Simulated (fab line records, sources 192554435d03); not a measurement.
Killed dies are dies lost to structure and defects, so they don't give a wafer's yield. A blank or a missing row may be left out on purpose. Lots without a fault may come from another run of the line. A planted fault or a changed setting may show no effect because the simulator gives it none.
Split-lot experiment | flow n5_finfet | 7 lots, 21 wafers read, on a route of 1938 steps

THE SPLIT
At N5_FIN_CUT_COAT_19 (time 60 s, resist thk 20 nm), the setting spin_rpm was moved away from the recipe's 1500 rpm on 5 of the 21 wafers read, by +4.5% to +9.6%. The other wafers ran this setting at the recipe's value.

FROM THE SPLIT TO THE READING: what the file shows between them, 7 steps
- N5_FIN_CUT_EXPOSE_05: exposes mask FIN CUT (also split here: dose_mj)
- N5_FIN_CUT_PEB_06: peb time 60 s
- N5_FIN_CUT_DEVELOP_07: develop time 30 s
- N5_FIN_CUT_CD_MEAS_08: target cd 29.1 nm
- N5_FIN_CUT_DESCUM_13: chemistry O2, time 7 s
- N5_FIN_CUT_ETCH_30: etches underlayer in N2/H2, target depth 13 nm, time 10.4 s
- N5_FIN_CUT_ETCH_20: etches SiARC in CF4, target depth 26 nm, time 43.3 s

THE READING
SiARC_of_FIN_CUT_COAT_19.thk_nm (the simulator's own value, which no gauge read), in nm, at N5_FIN_CUT_ETCH_21 (etches SOC in N2/H2, target depth 219 nm, overetch 43.8 nm, time 523.5 s). The file gives no usual value for it. The 16 wafers here that ran the recipe average 12.0 nm, standard deviation 0.13 nm.

wafer  | tool, chamber at the split | spin_rpm as run, rpm | against the recipe | SiARC_of_FIN_CUT_COAT_19.thk_nm, nm | against lot-mates on the recipe
L077.3 | litho_track-03, 0          | 1500                 | recipe             | 11.8                                | -
L077.5 | litho_track-03, 0          | 1584                 | +5.6%              | 11.4                                | -0.5
L077.6 | litho_track-03, 0          | 1500                 | recipe             | 12                                  | -
L078.1 | litho_track-04, 0          | 1500                 | recipe             | 12                                  | -
L078.2 | litho_track-04, 0          | 1500                 | recipe             | 12.2                                | -
L078.3 | litho_track-04, 0          | 1500                 | recipe             | 12.2                                | -
L083.4 | litho_track-04, 0          | 1500                 | recipe             | 12                                  | -
L083.5 | litho_track-04, 0          | 1500                 | recipe             | 12.2                                | -
L083.6 | litho_track-04, 0          | 1500                 | recipe             | 11.8                                | -
L086.1 | litho_track-01, 0          | 1500                 | recipe             | 12.2                                | -
L086.4 | litho_track-01, 0          | 1500                 | recipe             | 12                                  | -
L086.5 | litho_track-01, 0          | 1500                 | recipe             | 11.8                                | -
L087.1 | litho_track-04, 0          | 1500                 | recipe             | 12                                  | -
L087.4 | litho_track-04, 0          | 1500                 | recipe             | 12                                  | -
L087.6 | litho_track-04, 0          | 1567                 | +4.5%              | 11.4                                | -0.6
L088.2 | litho_track-01, 0          | 1620                 | +8.0%              | 11                                  | -1.0
L088.3 | litho_track-01, 0          | 1500                 | recipe             | 12                                  | -
L088.5 | litho_track-01, 0          | 1620                 | +8.0%              | 11                                  | -1.0
L092.2 | litho_track-01, 0          | 1644                 | +9.6%              | 11                                  | -1.0
L092.3 | litho_track-01, 0          | 1500                 | recipe             | 12                                  | -
L092.5 | litho_track-01, 0          | 1500                 | recipe             | 12                                  | -

THE FIT
A straight line over all 21 wafers: SiARC_of_FIN_CUT_COAT_19.thk_nm changes by -0.118 nm for each +1% of spin_rpm; r = -0.95; the points scatter about the line by 0.13 nm.
The same after taking each lot's own level away (the mean of its wafers on the recipe; 21 wafers): -0.114 nm for each +1%; r = -0.96; scatter 0.12 nm.
On that fit, the largest move of spin_rpm shifts the reading by 1.1 nm.
The lots' own levels span 11.90 to 12.13 nm, that is 1.8 times the standard deviation above.
So the lot-to-lot level changes the slope little: the two slopes agree.
Check: with one of the wafers moved furthest among these (+9.6%) left out of the fit, the line predicts -1.15 nm for it against its lot-mates. It came out at -1 nm against them.

OTHER SPLITS ON THESE WAFERS
These wafers also went through other splits before the reading. Each is held against what the fit with the lots' levels taken away leaves over:
other split on the same wafers | wafers away from the commonest value | r with SiARC_of_FIN_CUT_COAT_19.thk_nm (lot level and that fit taken away)
N5_FIN_SAQP_PECVD_06 time_s    | 4                                    | -0.31
N5_FIN_CUT_EXPOSE_05 dose_mj   | 10                                   | -0.09

THE WHOLE CHAIN: every reading that the file lists as answering this split, in the file's order
step               | what it does                                                             | reading                                                                          | change (the file's fit)                | r (the file's)
N5_FIN_CUT_COAT_19 | time 60 s, resist thk 20 nm                                              | SiARC_of_FIN_CUT_COAT_19.thk_nm (the simulator's own value, which no gauge read) | -0.0834 nm for each +1% of the setting | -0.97
N5_FIN_CUT_ETCH_20 | etches SiARC in CF4, target depth 26 nm, time 43.3 s                     | etch_rf_on_time_s                                                                | withheld for each +1% of the setting   | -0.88
N5_FIN_CUT_ETCH_20 | etches SiARC in CF4, target depth 26 nm, time 43.3 s                     | etch.depth_nm (the simulator's own value, which no gauge read)                   | -0.0947 nm for each +1% of the setting | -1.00
N5_FIN_CUT_ETCH_21 | etches SOC in N2/H2, target depth 219 nm, overetch 43.8 nm, time 523.5 s | SiARC_of_FIN_CUT_COAT_19.thk_nm (the simulator's own value, which no gauge read) | -0.111 nm for each +1% of the setting  | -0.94

THE FILE'S OWN FIT
SiARC_of_FIN_CUT_COAT_19.thk_nm changes by -0.111 nm for each +1% of spin_rpm, r = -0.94.
